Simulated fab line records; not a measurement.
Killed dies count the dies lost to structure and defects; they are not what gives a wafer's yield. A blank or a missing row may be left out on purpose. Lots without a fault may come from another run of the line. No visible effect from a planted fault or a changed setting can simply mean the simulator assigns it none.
The tool behind it: which one? || flow nand-harc || 72 wafers from 24 lots sampled at 4 of the route's 1302 steps

## WHAT THE GAUGES SHOWED, per wafer
NHARC_A_CONTACT_INSPECT_10. Usual: raw-defect-count 89, standard deviation 43.
{"lot": "L075", "measured": "day 22 16:58", "on": "defect-inspect-01", "raw-defect-count": "77 74 66", "flag": ""}
{"lot": "L074", "measured": "day 22 19:51", "on": "defect-inspect-01", "raw-defect-count": "99 114 82", "flag": ""}
{"lot": "L076", "measured": "day 23 05:00", "on": "defect-inspect-02", "raw-defect-count": "99 81 110", "flag": ""}
{"lot": "L077", "measured": "day 23 07:35", "on": "defect-inspect-02", "raw-defect-count": "160 154 136", "flag": ""}
{"lot": "L079", "measured": "day 23 23:22", "on": "defect-inspect-02", "raw-defect-count": "90 68 89", "flag": ""}
{"lot": "L078", "measured": "day 24 01:17", "on": "defect-inspect-02", "raw-defect-count": "88 102 105", "flag": ""}
{"lot": "L080", "measured": "day 24 22:35", "on": "defect-inspect-02", "raw-defect-count": "125 127 120", "flag": ""}
{"lot": "L082", "measured": "day 26 10:38", "on": "defect-inspect-01", "raw-defect-count": "147 123 115", "flag": ""}
{"lot": "L081", "measured": "day 26 15:37", "on": "defect-inspect-01", "raw-defect-count": "22 30 31", "flag": ""}
{"lot": "L083", "measured": "day 26 17:22", "on": "defect-inspect-02", "raw-defect-count": "94 86 73", "flag": ""}
{"lot": "L084", "measured": "day 26 22:15", "on": "defect-inspect-02", "raw-defect-count": "119 109 123", "flag": ""}
{"lot": "L085", "measured": "day 27 15:05", "on": "defect-inspect-01", "raw-defect-count": "23 15 22", "flag": ""}
{"lot": "L086", "measured": "day 27 16:46", "on": "defect-inspect-02", "raw-defect-count": "111 117 111", "flag": ""}
{"lot": "L088", "measured": "day 28 06:23", "on": "defect-inspect-02", "raw-defect-count": "129 117 125", "flag": ""}
{"lot": "L089", "measured": "day 28 08:22", "on": "defect-inspect-02", "raw-defect-count": "29 28 30", "flag": ""}
{"lot": "L087", "measured": "day 28 13:53", "on": "defect-inspect-02", "raw-defect-count": "47 54 52", "flag": ""}
{"lot": "L090", "measured": "day 29 19:17", "on": "defect-inspect-01", "raw-defect-count": "166 203 159", "flag": ""}
{"lot": "L091", "measured": "day 30 00:17", "on": "defect-inspect-01", "raw-defect-count": "78 73 85", "flag": ""}
{"lot": "L092", "measured": "day 30 04:52", "on": "defect-inspect-02", "raw-defect-count": "105 144 119", "flag": ""}
{"lot": "L093", "measured": "day 31 09:37", "on": "defect-inspect-01", "raw-defect-count": "85 75 92", "flag": ""}
{"lot": "L094", "measured": "day 31 10:35", "on": "defect-inspect-02", "raw-defect-count": "102 100 75", "flag": ""}
{"lot": "L095", "measured": "day 31 11:37", "on": "defect-inspect-02", "raw-defect-count": "18 26 11", "flag": ""}
{"lot": "L096", "measured": "day 32 07:39", "on": "defect-inspect-01", "raw-defect-count": "34 26 26", "flag": ""}
{"lot": "L097", "measured": "day 32 09:12", "on": "defect-inspect-01", "raw-defect-count": "119 119 126", "flag": ""}

## TOOL THAT RAN EACH LOT (tool first, then ch and the chambers of the sampled wafers, then the start)
{"lot": "L075", "NHARC_A_CONTACT_ETCH_76": "rie-diel-09 ch 1,2,3, day 22 11:48 or earlier", "NHARC_A_CONTACT_ETCH_129": "har-cap-etch-01 ch 0,1, day 22 11:48", "NHARC_A_CONTACT_ETCH_131": "har-cap-etch-01 ch 0,1, day 22 12:10"}
{"lot": "L074", "NHARC_A_CONTACT_ETCH_76": "rie-diel-09 ch 1,2, day 22 14:47 or earlier", "NHARC_A_CONTACT_ETCH_129": "har-cap-etch-03 ch 0,1, day 22 14:47", "NHARC_A_CONTACT_ETCH_131": "har-cap-etch-03 ch 0,1, day 22 15:08"}
{"lot": "L076", "NHARC_A_CONTACT_ETCH_76": "rie-diel-09 ch 1,2,3, day 22 19:56 or earlier", "NHARC_A_CONTACT_ETCH_129": "har-cap-etch-03 ch 0,1, day 22 19:56", "NHARC_A_CONTACT_ETCH_131": "har-cap-etch-03 ch 0,1, day 22 20:17"}
{"lot": "L077", "NHARC_A_CONTACT_ETCH_76": "rie-diel-09 ch 0,1,3, day 23 02:05 or earlier", "NHARC_A_CONTACT_ETCH_129": "har-cap-etch-01 ch 0,1, day 23 02:05", "NHARC_A_CONTACT_ETCH_131": "har-cap-etch-01 ch 0,1, day 23 02:26"}
{"lot": "L079", "NHARC_A_CONTACT_ETCH_76": "rie-diel-09 ch 0,1,2, day 23 15:53 or earlier", "NHARC_A_CONTACT_ETCH_129": "har-cap-etch-01 ch 0,1, day 23 15:53", "NHARC_A_CONTACT_ETCH_131": "har-cap-etch-01 ch 0,1, day 23 16:14"}
{"lot": "L078", "NHARC_A_CONTACT_ETCH_76": "rie-diel-04 ch 0,1,2, day 23 16:59 or earlier", "NHARC_A_CONTACT_ETCH_129": "har-cap-etch-02 ch 0,1, day 23 16:59", "NHARC_A_CONTACT_ETCH_131": "har-cap-etch-02 ch 0,1, day 23 17:27"}
{"lot": "L080", "NHARC_A_CONTACT_ETCH_76": "rie-diel-09 ch 1,3, day 24 17:22 or earlier", "NHARC_A_CONTACT_ETCH_129": "har-cap-etch-03 ch 0,1, day 24 17:22", "NHARC_A_CONTACT_ETCH_131": "har-cap-etch-03 ch 0,1, day 24 17:43"}
{"lot": "L082", "NHARC_A_CONTACT_ETCH_76": "rie-diel-09 ch 0,1,3, day 26 04:12 or earlier", "NHARC_A_CONTACT_ETCH_129": "har-cap-etch-03 ch 0,1, day 26 04:12", "NHARC_A_CONTACT_ETCH_131": "har-cap-etch-03 ch 0,1, day 26 04:33"}
{"lot": "L081", "NHARC_A_CONTACT_ETCH_76": "rie-diel-04 ch 0,3, day 26 05:46 or earlier", "NHARC_A_CONTACT_ETCH_129": "har-cap-etch-01 ch 0,1, day 26 05:46", "NHARC_A_CONTACT_ETCH_131": "har-cap-etch-01 ch 0,1, day 26 06:07"}
{"lot": "L083", "NHARC_A_CONTACT_ETCH_76": "rie-diel-09 ch 1,2,3, day 26 07:46 or earlier", "NHARC_A_CONTACT_ETCH_129": "har-cap-etch-02 ch 0,1, day 26 07:46", "NHARC_A_CONTACT_ETCH_131": "har-cap-etch-02 ch 0,1, day 26 08:07"}
{"lot": "L084", "NHARC_A_CONTACT_ETCH_76": "rie-diel-07 ch 0,3, day 26 09:44 or earlier", "NHARC_A_CONTACT_ETCH_129": "har-cap-etch-03 ch 0,1, day 26 09:44", "NHARC_A_CONTACT_ETCH_131": "har-cap-etch-03 ch 0,1, day 26 10:05"}
{"lot": "L085", "NHARC_A_CONTACT_ETCH_76": "rie-diel-07 ch 1,2,3, day 27 07:47 or earlier", "NHARC_A_CONTACT_ETCH_129": "har-cap-etch-03 ch 0,1, day 27 07:47", "NHARC_A_CONTACT_ETCH_131": "har-cap-etch-03 ch 0,1, day 27 08:08"}
{"lot": "L086", "NHARC_A_CONTACT_ETCH_76": "rie-diel-09 ch 0,3, day 27 07:56 or earlier", "NHARC_A_CONTACT_ETCH_129": "har-cap-etch-02 ch 0, day 27 07:56", "NHARC_A_CONTACT_ETCH_131": "har-cap-etch-02 ch 0, day 27 08:18"}
{"lot": "L088", "NHARC_A_CONTACT_ETCH_76": "rie-diel-09 ch 0,2, day 28 01:06 or earlier", "NHARC_A_CONTACT_ETCH_129": "har-cap-etch-03 ch 0,1, day 28 01:06", "NHARC_A_CONTACT_ETCH_131": "har-cap-etch-03 ch 0,1, day 28 01:27"}
{"lot": "L089", "NHARC_A_CONTACT_ETCH_76": "rie-diel-09 ch 1,2,3, day 28 02:47 or earlier", "NHARC_A_CONTACT_ETCH_129": "har-cap-etch-01 ch 0,1, day 28 02:47", "NHARC_A_CONTACT_ETCH_131": "har-cap-etch-01 ch 0,1, day 28 03:08"}
{"lot": "L087", "NHARC_A_CONTACT_ETCH_76": "rie-diel-04 ch 0,3, day 28 08:16 or earlier", "NHARC_A_CONTACT_ETCH_129": "har-cap-etch-02 ch 0,1, day 28 08:16", "NHARC_A_CONTACT_ETCH_131": "har-cap-etch-02 ch 0,1, day 28 08:44"}
{"lot": "L090", "NHARC_A_CONTACT_ETCH_76": "rie-diel-09 ch 1,2,3, day 29 14:09 or earlier", "NHARC_A_CONTACT_ETCH_129": "har-cap-etch-02 ch 0,1, day 29 14:09", "NHARC_A_CONTACT_ETCH_131": "har-cap-etch-02 ch 0,1, day 29 14:31"}
{"lot": "L091", "NHARC_A_CONTACT_ETCH_76": "rie-diel-04 ch 1,2,3, day 29 19:01 or earlier", "NHARC_A_CONTACT_ETCH_129": "har-cap-etch-01 ch 1, day 29 19:01", "NHARC_A_CONTACT_ETCH_131": "har-cap-etch-01 ch 1, day 29 19:22"}
{"lot": "L092", "NHARC_A_CONTACT_ETCH_76": "rie-diel-09 ch 0,1,3, day 29 23:16 or earlier", "NHARC_A_CONTACT_ETCH_129": "har-cap-etch-02 ch 0,1, day 29 23:16", "NHARC_A_CONTACT_ETCH_131": "har-cap-etch-02 ch 0,1, day 29 23:37"}
{"lot": "L093", "NHARC_A_CONTACT_ETCH_76": "rie-diel-09 ch 1,3, day 31 04:30 or earlier", "NHARC_A_CONTACT_ETCH_129": "har-cap-etch-02 ch 0,1, day 31 04:30", "NHARC_A_CONTACT_ETCH_131": "har-cap-etch-02 ch 0,1, day 31 04:52"}
{"lot": "L094", "NHARC_A_CONTACT_ETCH_76": "rie-diel-04 ch 0,1,3, day 31 05:20 or earlier", "NHARC_A_CONTACT_ETCH_129": "har-cap-etch-01 ch 0,1, day 31 05:20", "NHARC_A_CONTACT_ETCH_131": "har-cap-etch-01 ch 0,1, day 31 05:41"}
{"lot": "L095", "NHARC_A_CONTACT_ETCH_76": "rie-diel-09 ch 0,1,3, day 31 06:18 or earlier", "NHARC_A_CONTACT_ETCH_129": "har-cap-etch-03 ch 0, day 31 06:18", "NHARC_A_CONTACT_ETCH_131": "har-cap-etch-03 ch 0, day 31 06:40"}
{"lot": "L096", "NHARC_A_CONTACT_ETCH_76": "rie-diel-09 ch 0,3, day 31 19:59 or earlier", "NHARC_A_CONTACT_ETCH_129": "har-cap-etch-01 ch 0,1, day 31 19:59", "NHARC_A_CONTACT_ETCH_131": "har-cap-etch-01 ch 0,1, day 31 20:20"}
{"lot": "L097", "NHARC_A_CONTACT_ETCH_76": "rie-diel-07 ch 1,2, day 31 20:45 or earlier", "NHARC_A_CONTACT_ETCH_129": "har-cap-etch-02 ch 0,1, day 31 20:45", "NHARC_A_CONTACT_ETCH_131": "har-cap-etch-02 ch 0,1, day 31 21:06"}
- NHARC_A_CONTACT_ETCH_76: etches the open film in N2/H2, target depth 260 nm, time 475.3 s.
- NHARC_A_CONTACT_ETCH_129: etches the open film in C4F8/O2/Ar, time 197 s, target depth 1918 nm.
- NHARC_A_CONTACT_ETCH_131: etches the open film in C4F8/O2/Ar, time 197 s, target depth 1918 nm.

## AS READ BY THE TOOLS THEMSELVES (means over the sampled wafers that have a number; for cases with no such wafer, the mark the record gives instead)
NHARC_A_CONTACT_ETCH_76. Usual: drypump-motor-current-A 6.0 A (standard deviation 0.36); mfc-ar-sccm 0.002 sccm (standard deviation 0.0069); n2-flow-sccm 150.1 sccm (standard deviation 0.44); oes-product-au 1.001 a.u. (standard deviation 0.0078); rf-vpp-V 429.9 V (standard deviation 2.9); showerhead-plenum-p-Torr 2.01 Torr (standard deviation 0.099); throttle-valve-pct 14.171 % (standard deviation 0.0096).
{"lot": "L075", "tool": "rie-diel-09", "drypump-motor-current-A (A)": 6.0, "mfc-ar-sccm (sccm)": 0.000, "n2-flow-sccm (sccm)": 149.8, "oes-product-au (a.u.)": 1.009, "rf-vpp-V (V)": 429.7, "showerhead-plenum-p-Torr (Torr)": 2.02, "throttle-valve-pct (%)": 14.173, "flag": ""}
{"lot": "L074", "tool": "rie-diel-09", "drypump-motor-current-A (A)": 6.0, "mfc-ar-sccm (sccm)": 0.000, "n2-flow-sccm (sccm)": 150.5, "oes-product-au (a.u.)": 1.001, "rf-vpp-V (V)": 428.6, "showerhead-plenum-p-Torr (Torr)": 1.94, "throttle-valve-pct (%)": 14.171, "flag": ""}
{"lot": "L076", "tool": "rie-diel-09", "drypump-motor-current-A (A)": 6.0, "mfc-ar-sccm (sccm)": 0.000, "n2-flow-sccm (sccm)": 150.4, "oes-product-au (a.u.)": 1.001, "rf-vpp-V (V)": 430.2, "showerhead-plenum-p-Torr (Torr)": 2.02, "throttle-valve-pct (%)": 14.172, "flag": ""}
{"lot": "L077", "tool": "rie-diel-09", "drypump-motor-current-A (A)": 6.0, "mfc-ar-sccm (sccm)": 0.000, "n2-flow-sccm (sccm)": 149.8, "oes-product-au (a.u.)": 1.006, "rf-vpp-V (V)": 431.0, "showerhead-plenum-p-Torr (Torr)": 2.03, "throttle-valve-pct (%)": 14.171, "flag": ""}
{"lot": "L079", "tool": "rie-diel-09", "drypump-motor-current-A (A)": 5.9, "mfc-ar-sccm (sccm)": 0.000, "n2-flow-sccm (sccm)": 149.7, "oes-product-au (a.u.)": 0.996, "rf-vpp-V (V)": 427.9, "showerhead-plenum-p-Torr (Torr)": 1.94, "throttle-valve-pct (%)": 14.162, "flag": ""}
{"lot": "L078", "tool": "rie-diel-04", "drypump-motor-current-A (A)": 6.4, "mfc-ar-sccm (sccm)": 0.008, "n2-flow-sccm (sccm)": 149.8, "oes-product-au (a.u.)": 1.005, "rf-vpp-V (V)": 432.8, "showerhead-plenum-p-Torr (Torr)": 2.09, "throttle-valve-pct (%)": 14.166, "flag": ""}
{"lot": "L080", "tool": "rie-diel-09", "drypump-motor-current-A (A)": 6.1, "mfc-ar-sccm (sccm)": 0.000, "n2-flow-sccm (sccm)": 149.8, "oes-product-au (a.u.)": 0.995, "rf-vpp-V (V)": 432.5, "showerhead-plenum-p-Torr (Torr)": 2.10, "throttle-valve-pct (%)": 14.162, "flag": ""}
{"lot": "L082", "tool": "rie-diel-09", "drypump-motor-current-A (A)": 6.0, "mfc-ar-sccm (sccm)": 0.000, "n2-flow-sccm (sccm)": 150.2, "oes-product-au (a.u.)": 0.999, "rf-vpp-V (V)": 430.1, "showerhead-plenum-p-Torr (Torr)": 2.02, "throttle-valve-pct (%)": 14.173, "flag": ""}
{"lot": "L081", "tool": "rie-diel-04", "drypump-motor-current-A (A)": 6.0, "mfc-ar-sccm (sccm)": 0.000, "n2-flow-sccm (sccm)": 150.0, "oes-product-au (a.u.)": 0.995, "rf-vpp-V (V)": 431.7, "showerhead-plenum-p-Torr (Torr)": 2.13, "throttle-valve-pct (%)": 14.174, "flag": ""}
{"lot": "L083", "tool": "rie-diel-09", "drypump-motor-current-A (A)": 6.1, "mfc-ar-sccm (sccm)": 0.000, "n2-flow-sccm (sccm)": 150.0, "oes-product-au (a.u.)": 0.996, "rf-vpp-V (V)": 429.0, "showerhead-plenum-p-Torr (Torr)": 2.01, "throttle-valve-pct (%)": 14.176, "flag": ""}
{"lot": "L084", "tool": "rie-diel-07", "drypump-motor-current-A (A)": 5.4, "mfc-ar-sccm (sccm)": 0.000, "n2-flow-sccm (sccm)": 150.2, "oes-product-au (a.u.)": 0.999, "rf-vpp-V (V)": 429.7, "showerhead-plenum-p-Torr (Torr)": 1.99, "throttle-valve-pct (%)": 14.174, "flag": ""}
{"lot": "L085", "tool": "rie-diel-07", "drypump-motor-current-A (A)": 5.9, "mfc-ar-sccm (sccm)": 0.008, "n2-flow-sccm (sccm)": 149.7, "oes-product-au (a.u.)": 1.002, "rf-vpp-V (V)": 431.5, "showerhead-plenum-p-Torr (Torr)": 2.05, "throttle-valve-pct (%)": 14.173, "flag": ""}
{"lot": "L086", "tool": "rie-diel-09", "drypump-motor-current-A (A)": 5.8, "mfc-ar-sccm (sccm)": 0.000, "n2-flow-sccm (sccm)": 150.2, "oes-product-au (a.u.)": 0.995, "rf-vpp-V (V)": 431.7, "showerhead-plenum-p-Torr (Torr)": 2.08, "throttle-valve-pct (%)": 14.164, "flag": ""}
{"lot": "L088", "tool": "rie-diel-09", "drypump-motor-current-A (A)": 5.8, "mfc-ar-sccm (sccm)": 0.000, "n2-flow-sccm (sccm)": 150.4, "oes-product-au (a.u.)": 0.998, "rf-vpp-V (V)": 426.6, "showerhead-plenum-p-Torr (Torr)": 1.92, "throttle-valve-pct (%)": 14.179, "flag": ""}
{"lot": "L089", "tool": "rie-diel-09", "drypump-motor-current-A (A)": 6.0, "mfc-ar-sccm (sccm)": 0.000, "n2-flow-sccm (sccm)": 150.0, "oes-product-au (a.u.)": 1.005, "rf-vpp-V (V)": 429.8, "showerhead-plenum-p-Torr (Torr)": 2.01, "throttle-valve-pct (%)": 14.164, "flag": ""}
{"lot": "L087", "tool": "rie-diel-04", "drypump-motor-current-A (A)": 6.0, "mfc-ar-sccm (sccm)": 0.000, "n2-flow-sccm (sccm)": 149.7, "oes-product-au (a.u.)": 1.001, "rf-vpp-V (V)": 430.9, "showerhead-plenum-p-Torr (Torr)": 2.04, "throttle-valve-pct (%)": 14.174, "flag": ""}
{"lot": "L090", "tool": "rie-diel-09", "drypump-motor-current-A (A)": 6.1, "mfc-ar-sccm (sccm)": 0.000, "n2-flow-sccm (sccm)": 150.0, "oes-product-au (a.u.)": 1.011, "rf-vpp-V (V)": 429.9, "showerhead-plenum-p-Torr (Torr)": 2.01, "throttle-valve-pct (%)": 14.170, "flag": ""}
{"lot": "L091", "tool": "rie-diel-04", "drypump-motor-current-A (A)": 6.4, "mfc-ar-sccm (sccm)": 0.008, "n2-flow-sccm (sccm)": 150.4, "oes-product-au (a.u.)": 0.997, "rf-vpp-V (V)": 429.2, "showerhead-plenum-p-Torr (Torr)": 1.99, "throttle-valve-pct (%)": 14.174, "flag": ""}
{"lot": "L092", "tool": "rie-diel-09", "drypump-motor-current-A (A)": 6.0, "mfc-ar-sccm (sccm)": 0.000, "n2-flow-sccm (sccm)": 150.3, "oes-product-au (a.u.)": 1.002, "rf-vpp-V (V)": 430.4, "showerhead-plenum-p-Torr (Torr)": 2.02, "throttle-valve-pct (%)": 14.172, "flag": ""}
{"lot": "L093", "tool": "rie-diel-09", "drypump-motor-current-A (A)": 6.3, "mfc-ar-sccm (sccm)": 0.000, "n2-flow-sccm (sccm)": 150.1, "oes-product-au (a.u.)": 1.008, "rf-vpp-V (V)": 431.0, "showerhead-plenum-p-Torr (Torr)": 2.03, "throttle-valve-pct (%)": 14.171, "flag": ""}
{"lot": "L094", "tool": "rie-diel-04", "drypump-motor-current-A (A)": 6.3, "mfc-ar-sccm (sccm)": 0.000, "n2-flow-sccm (sccm)": 149.6, "oes-product-au (a.u.)": 1.008, "rf-vpp-V (V)": 431.9, "showerhead-plenum-p-Torr (Torr)": 2.07, "throttle-valve-pct (%)": 14.169, "flag": ""}
{"lot": "L095", "tool": "rie-diel-09", "drypump-motor-current-A (A)": 5.9, "mfc-ar-sccm (sccm)": 0.000, "n2-flow-sccm (sccm)": 149.8, "oes-product-au (a.u.)": 1.001, "rf-vpp-V (V)": 430.3, "showerhead-plenum-p-Torr (Torr)": 2.02, "throttle-valve-pct (%)": 14.175, "flag": ""}
{"lot": "L096", "tool": "rie-diel-09", "drypump-motor-current-A (A)": 5.8, "mfc-ar-sccm (sccm)": 0.000, "n2-flow-sccm (sccm)": 149.9, "oes-product-au (a.u.)": 0.995, "rf-vpp-V (V)": 430.0, "showerhead-plenum-p-Torr (Torr)": 2.08, "throttle-valve-pct (%)": 14.170, "flag": ""}
{"lot": "L097", "tool": "rie-diel-07", "drypump-motor-current-A (A)": 6.2, "mfc-ar-sccm (sccm)": 0.016, "n2-flow-sccm (sccm)": 150.2, "oes-product-au (a.u.)": 0.997, "rf-vpp-V (V)": 432.1, "showerhead-plenum-p-Torr (Torr)": 2.10, "throttle-valve-pct (%)": 14.174, "flag": ""}

NHARC_A_CONTACT_ETCH_129. Usual: oes-air-line-au 0.999 a.u., standard deviation 0.021.
{"lot": "L075", "tool": "har-cap-etch-01", "oes-air-line-au (a.u.)": 0.995, "flag": ""}
{"lot": "L074", "tool": "har-cap-etch-03", "oes-air-line-au (a.u.)": 1.007, "flag": ""}
{"lot": "L076", "tool": "har-cap-etch-03", "oes-air-line-au (a.u.)": 1.007, "flag": ""}
{"lot": "L077", "tool": "har-cap-etch-01", "oes-air-line-au (a.u.)": 0.991, "flag": ""}
{"lot": "L079", "tool": "har-cap-etch-01", "oes-air-line-au (a.u.)": 0.988, "flag": ""}
{"lot": "L078", "tool": "har-cap-etch-02", "oes-air-line-au (a.u.)": 1.004, "flag": ""}
{"lot": "L080", "tool": "har-cap-etch-03", "oes-air-line-au (a.u.)": 0.999, "flag": ""}
{"lot": "L082", "tool": "har-cap-etch-03", "oes-air-line-au (a.u.)": 1.003, "flag": ""}
{"lot": "L081", "tool": "har-cap-etch-01", "oes-air-line-au (a.u.)": 0.987, "flag": ""}
{"lot": "L083", "tool": "har-cap-etch-02", "oes-air-line-au (a.u.)": 1.009, "flag": ""}
{"lot": "L084", "tool": "har-cap-etch-03", "oes-air-line-au (a.u.)": 0.998, "flag": ""}
{"lot": "L085", "tool": "har-cap-etch-03", "oes-air-line-au (a.u.)": 0.982, "flag": ""}
{"lot": "L086", "tool": "har-cap-etch-02", "oes-air-line-au (a.u.)": 0.997, "flag": ""}
{"lot": "L088", "tool": "har-cap-etch-03", "oes-air-line-au (a.u.)": 0.978, "flag": ""}
{"lot": "L089", "tool": "har-cap-etch-01", "oes-air-line-au (a.u.)": 1.008, "flag": ""}
{"lot": "L087", "tool": "har-cap-etch-02", "oes-air-line-au (a.u.)": 1.011, "flag": ""}
{"lot": "L090", "tool": "har-cap-etch-02", "oes-air-line-au (a.u.)": 1.001, "flag": ""}
{"lot": "L091", "tool": "har-cap-etch-01", "oes-air-line-au (a.u.)": 1.017, "flag": ""}
{"lot": "L092", "tool": "har-cap-etch-02", "oes-air-line-au (a.u.)": 1.023, "flag": ""}
{"lot": "L093", "tool": "har-cap-etch-02", "oes-air-line-au (a.u.)": 0.984, "flag": ""}
{"lot": "L094", "tool": "har-cap-etch-01", "oes-air-line-au (a.u.)": 1.013, "flag": ""}
{"lot": "L095", "tool": "har-cap-etch-03", "oes-air-line-au (a.u.)": 0.988, "flag": ""}
{"lot": "L096", "tool": "har-cap-etch-01", "oes-air-line-au (a.u.)": 1.008, "flag": ""}
{"lot": "L097", "tool": "har-cap-etch-02", "oes-air-line-au (a.u.)": 0.999, "flag": ""}

NHARC_A_CONTACT_ETCH_131. Usual: oes-air-line-au 1.001 a.u., standard deviation 0.02.
{"lot": "L075", "tool": "har-cap-etch-01", "oes-air-line-au (a.u.)": 1.004, "flag": ""}
{"lot": "L074", "tool": "har-cap-etch-03", "oes-air-line-au (a.u.)": 0.982, "flag": ""}
{"lot": "L076", "tool": "har-cap-etch-03", "oes-air-line-au (a.u.)": 1.011, "flag": ""}
{"lot": "L077", "tool": "har-cap-etch-01", "oes-air-line-au (a.u.)": 1.016, "flag": ""}
{"lot": "L079", "tool": "har-cap-etch-01", "oes-air-line-au (a.u.)": 1.002, "flag": ""}
{"lot": "L078", "tool": "har-cap-etch-02", "oes-air-line-au (a.u.)": 1.014, "flag": ""}
{"lot": "L080", "tool": "har-cap-etch-03", "oes-air-line-au (a.u.)": 1.013, "flag": ""}
{"lot": "L082", "tool": "har-cap-etch-03", "oes-air-line-au (a.u.)": 0.999, "flag": ""}
{"lot": "L081", "tool": "har-cap-etch-01", "oes-air-line-au (a.u.)": 1.001, "flag": ""}
{"lot": "L083", "tool": "har-cap-etch-02", "oes-air-line-au (a.u.)": 1.024, "flag": ""}
{"lot": "L084", "tool": "har-cap-etch-03", "oes-air-line-au (a.u.)": 0.998, "flag": ""}
{"lot": "L085", "tool": "har-cap-etch-03", "oes-air-line-au (a.u.)": 1.008, "flag": ""}
{"lot": "L086", "tool": "har-cap-etch-02", "oes-air-line-au (a.u.)": 1.008, "flag": ""}
{"lot": "L088", "tool": "har-cap-etch-03", "oes-air-line-au (a.u.)": 0.983, "flag": ""}
{"lot": "L089", "tool": "har-cap-etch-01", "oes-air-line-au (a.u.)": 0.978, "flag": ""}
{"lot": "L087", "tool": "har-cap-etch-02", "oes-air-line-au (a.u.)": 0.990, "flag": ""}
{"lot": "L090", "tool": "har-cap-etch-02", "oes-air-line-au (a.u.)": 1.002, "flag": ""}
{"lot": "L091", "tool": "har-cap-etch-01", "oes-air-line-au (a.u.)": 1.005, "flag": ""}
{"lot": "L092", "tool": "har-cap-etch-02", "oes-air-line-au (a.u.)": 1.002, "flag": ""}
{"lot": "L093", "tool": "har-cap-etch-02", "oes-air-line-au (a.u.)": 1.028, "flag": ""}
{"lot": "L094", "tool": "har-cap-etch-01", "oes-air-line-au (a.u.)": 1.007, "flag": ""}
{"lot": "L095", "tool": "har-cap-etch-03", "oes-air-line-au (a.u.)": 1.007, "flag": ""}
{"lot": "L096", "tool": "har-cap-etch-01", "oes-air-line-au (a.u.)": 1.004, "flag": ""}
{"lot": "L097", "tool": "har-cap-etch-02", "oes-air-line-au (a.u.)": 1.000, "flag": ""}

## THE ANSWER, worked out from the rows above alone
Rule: take the mean of a lot's wafers that have a number; if it is more than 3 standard deviations from the usual mean, the lot is off. Also off: a lot with no number at a reading for which 4 or more lots have one. Any other lot the step has rows for is counted as sound. Order of review: gauges by route order, followed by the tools' own readings, for which a lot's mean as printed above is used. The first step at which some lot is off is used, and at that step the reading that is off furthest; a lot without a number counts as furthest.
Nothing can be told from this: no lot is off at any reading shown.

## WHAT WAS PUT IN BY THE SIMULATOR
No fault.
